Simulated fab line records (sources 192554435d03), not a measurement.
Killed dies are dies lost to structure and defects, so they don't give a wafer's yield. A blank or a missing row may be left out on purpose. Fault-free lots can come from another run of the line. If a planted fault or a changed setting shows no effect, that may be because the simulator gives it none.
Struck lot and sound lot, side by side ; flow n5_finfet ; 38 out of 1938 route steps
Sound: the wafers L559.2, L559.4, L559.5. Wafers struck: L574.1, L574.4, L574.6. Last of all comes the cause.
Per side, at each step with rows, come the tool, then ch with its chambers, and then its first start. Under that, the readings that differ: sound wafers ; struck wafers ; difference of the means ; sigmas: that difference in standard deviations of wafers without a fault.
alike: a reading whose means differ by less than 2 such deviations, as well as words and numbers matching on both sides. not compared: withheld readings; readings where some wafer has no value; bounds like >300 that might hide an equal value; numbers whose values overlap and for which the record gives no deviation.
The two part at a step that has a row with sigmas, a row that says differs or no value, or rows on one side only. Non-overlapping numbers with no deviation appear without sigmas and do not part them. Lack of a reading on every wafer of one side parts them only where that side has two or more wafers.

first, 9 steps without rows for these wafers: N5_BEOL_M9_DESCUM_33 (chemistry O2, time 7 s); N5_BEOL_M9_ETCH_76 (etches underlayer in N2/H2, target depth 6.5 nm, time 5.2 s); N5_BEOL_M9_ETCH_65 (etches SiARC in CF4, target depth 15.6 nm, time 26 s); N5_BEOL_M9_ETCH_66 (etches SOC in N2/H2, target depth 80 nm, overetch 16 nm, time 120 s); N5_BEOL_M9_STRIP_69 (strips in N2/H2); N5_BEOL_M9_STRIP_77 (strips in N2/H2); N5_BEOL_M9_VIA_ETCH_34 (etches SiCOH lowk in C4F6/O2, target depth 182.4 nm, time 68.4 s); N5_BEOL_M9_STRIP_73 (strips in C4F6/O2); N5_BEOL_M9_STRIP_36 (strips in N2/H2).
N5_BEOL_M9_TRENCH_ETCH_37: etches SiCOH lowk in C4F6/O2, target depth 151.43 nm, time 49 s.
  sound on rie_diel-01 ch 0,2,3, day 11 13:35; struck on rie_diel-01 ch 1,2, day 14 05:14
reading;sound;struck;difference;sigmas
oes_f_703_au (a.u.);0.87 0.83 0.86;0.97 1.08 0.98;+0.16;+2
oes_o_777_au (a.u.);0.86 0.83 0.88;0.97 1.06 0.97;+0.14;+2
rf_fwd_power_W (W);341.0 340.9 342.6;422.2 424.0 423.2;+81.6;+63
rf_vpp_V (V);676 632 680;608 610 610;-53;-2
model.etch.depth_nm (nm);160.2 149.8 151.1;162.5 166 161.8;+9.7;
model.BEOL_M9.feature_depth_nm (nm);160.2 149.8 151;162.4 166 161.8;+9.7;
  alike: C4F6_flow_sccm, bias_w, drypump_motor_current_A, oes_product_au, showerhead_plenum_p_Torr, throttle_valve_pct
  not compared: rf_hours_counter_h
then, 2 steps without rows for these wafers: N5_BEOL_M9_ETCH_41 (etches SiCN in CH3F/O2, target depth 36.6 nm, time 70.1 s); N5_BEOL_M9_STRIP_80 (strips in N2/H2, time 10 s).
N5_BEOL_M9_OCD_MEAS_38:
  sound on ocd-01, day 11 13:46; struck on ocd-01, day 14 05:25
reading;sound;struck;difference;sigmas
trench_depth_nm (nm);160 150 151;162 166 161;+9;+2
then, 13 steps without rows for these wafers: N5_BEOL_M9_HM_STRIP_39 (strips TiN in peroxide tin strip, target depth 25 nm, time 158 s); N5_BEOL_M9_SRD_40 (time 30 s); N5_BEOL_M9_PRECLEAN_42 (cleans in residue remover, time 60 s); N5_BEOL_M9_SRD_43 (time 30 s); N5_BEOL_M9_CURE_72 (cures SiCOH lowk, time 120 s); N5_BEOL_M9_DEGAS_44 (time 60 s); N5_BEOL_M9_PRE_CLEAN_45 (time 30 s); N5_BEOL_M9_ALD_74 (deposits TaN, target thk 2 nm, pulse time 2 s, purge time 3 s); N5_BEOL_M9_SURFACE_TREAT_79; N5_BEOL_M9_CVD_78 (deposits Co from CCTBA/H2, target thk 2 nm, time 138.9 s); N5_BEOL_M9_SPUTTER_48 (material Cu, target thk 12 nm, time 2 s); N5_BEOL_M9_ECD_50 (material Cu, target thk 318 nm); N5_BEOL_M9_ANNEAL_51 (time 90 s).
N5_BEOL_M9_CMP_52: polishes, stops on SiCOH lowk, t overpolish 7 s, target thk 140 nm.
  sound on cmp-04 ch 0,2, day 11 15:57; struck on cmp-02 ch 1,2,3, day 14 07:54
reading;sound;struck;difference;sigmas
model.Cu_of_BEOL_M9_ECD_50.thk_nm (nm);149.6 138.4 140.2;150.4 154.8 150.4;+9.1;
  alike: barrier_field_endpoint_s, head_pressure_psi, motor_current_A, overpolish_run_s, time_to_endpoint_s
  not compared: pad_life_wafers
N5_BEOL_M9_THK_MEAS_53: measures by xrf.
  sound on film_metro-01, day 11 16:15; struck on film_metro-02, day 14 08:10
reading;sound;struck;difference;sigmas
M9_THK (nm);151 139 142;152 157 152;+10;+2
then, 2 steps without rows for these wafers: N5_BEOL_M9_PRE_CLEAN_55 (time 15 s); N5_BEOL_M9_DEP_56 (deposits SiCN from 3MS/NH3, target thk 15 nm, time 26.5 s).
N5_BEOL_M9_RS_MEAS_57: uses a four-point probe to measure.
  sound on film_metro-02, day 11 16:23; struck on film_metro-02, day 14 08:17
reading;sound;struck;difference;sigmas
M9_RS (ohm/sq);0.140 0.153 0.151;0.139 0.135 0.139;-0.010;-2
then, 5 steps without rows for these wafers: N5_BEOL_M10_ILD_DEP_00 (deposits SiCOH lowk from DEMS/porogen, target thk 308.51 nm, time 58 s); N5_BEOL_M10_CURE_71 (cures SiCOH lowk, time 240 s); N5_BEOL_M10_PECVD_70 (deposits SiO2 from TEOS/O2, target thk 20 nm, time 22.7 s); N5_BEOL_M10_HM_DEP_02 (deposits TiN, target thk 20 nm); N5_BEOL_M10_COAT_59 (time 60 s, resist thk 100 nm).
N5_BEOL_M15_RC_MEAS_101:
  sound on prober-02 ch 0, day 13 07:19; struck on prober-02 ch 0, day 16 04:56
reading;sound;struck;difference;sigmas
COMB_M8 (S/m);2.3e-11 2.1e-11 2.2e-11;3.4e-11 3.7e-11 2.8e-11;+1.1e-11;+2
SERP_M9 (ohm/um);2.80 3.18 3.09;2.77 2.63 2.74;-0.31;-3
SERP_M9_max_site (ohm/um);2.95 3.31 3.17;2.85 2.72 2.81;-0.35;-3
  alike: COMB_M10, COMB_M11, COMB_M12, COMB_M12_max_site, COMB_M13, COMB_M14, COMB_M15, COMB_M5, COMB_M6, COMB_M6_max_site, COMB_M7, COMB_M9, SERP_M10, SERP_M10_max_site, SERP_M11, SERP_M11_max_site, SERP_M12, SERP_M13, SERP_M13_max_site, SERP_M14, SERP_M5, SERP_M6, SERP_M7, SERP_M8, SERP_M8_max_site
N5_PASSIVATION_PROBE_49:
  rows exist in the record for the struck wafers here (prober-02, day 16 18:14), but not for the sound ones

## WHERE THEY PART
At N5_BEOL_M9_TRENCH_ETCH_37 first; at N5_PASSIVATION_PROBE_49 last (within this record only).

WHY: the cause the simulator had injected
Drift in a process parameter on rie_diel-01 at N5_BEOL_M9_TRENCH_ETCH_37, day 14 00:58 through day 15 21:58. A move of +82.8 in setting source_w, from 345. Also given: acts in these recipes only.
